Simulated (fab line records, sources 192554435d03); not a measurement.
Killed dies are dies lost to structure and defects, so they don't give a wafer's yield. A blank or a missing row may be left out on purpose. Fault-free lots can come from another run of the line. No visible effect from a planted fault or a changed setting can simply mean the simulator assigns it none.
Chamber matching | flow n5-finfet | N5_BEOL_M8_ILD_DEP_00 on pecvd-03 has 3 sister chambers
The step deposits SiCOH lowk from DEMS/porogen, target thk 179.75 nm, time 33.4 s. 6 wafers are shown with their chamber, then 12 later ones without.

## WAFERS PAIRED WITH THEIR CHAMBERS
wafer  | chamber | heater-power-w (W) | throttle-valve-pct (%)
L088.1 | 1       | 340                | 14.1
L092.5 | 2       | 282                | 13.5
L092.6 | 0       | 338                | 13.5
L091.3 | 2       | 243                | 13.5
L091.5 | 0       | 336                | 13.2
L091.6 | 1       | 418                | 14.1

## WAFERS WHOSE CHAMBER IS MISSING
wafer  | heater-power-w (W) | throttle-valve-pct (%)
L093.1 | 244                | 13.4
L093.2 | 432                | 14.4
L093.3 | 322                | 13.7
L093.4 | 419                | 14.3
L093.5 | 250                | 13.6
L093.6 | 331                | 13.9
L094.1 | 336                | 13.6
L094.5 | 385                | 14.5
L094.6 | 253                | 13.4
L097.1 | 423                | 14.6
L097.2 | 294                | 13.6
L097.3 | 345                | 13.8

## WHICH CHAMBER EACH ONE RAN IN
wafer  | from the rows above          | in truth
L093.1 | can't be placed: 2 or 0      | 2
L093.2 | 1                            | 1
L093.3 | can't be placed: 2 or 0 or 1 | 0
L093.4 | 1                            | 1
L093.5 | 2                            | 2
L093.6 | can't be placed: 1 or 2      | 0
L094.1 | can't be placed: 0 or 2      | 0
L094.5 | 1                            | 1
L094.6 | can't be placed: 2 or 0      | 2
L097.1 | 1                            | 1
L097.2 | can't be placed: 2 or 0      | 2
L097.3 | can't be placed: 1 or 2 or 0 | 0
Correctly placed: 5 of 12. Unplaceable from these rows: 7, with the true chamber sitting among the candidates in 6. Number placed wrongly: 0.
How it was worked out, from the rows above alone: a wafer's distance from a chamber is the root of the sum, over the readings, of the square of ((its reading less the chamber's mean) divided by the reading's scatter). The wafer belongs to the nearest chamber; if the next one is less than 2 further off, it can't be placed. Each chamber's mean is taken over the wafers shown for it. The scatter is the square root of a quotient: the sum, over the shown wafers, of each reading's squared deviation from its chamber's mean, divided by wafers minus chambers.
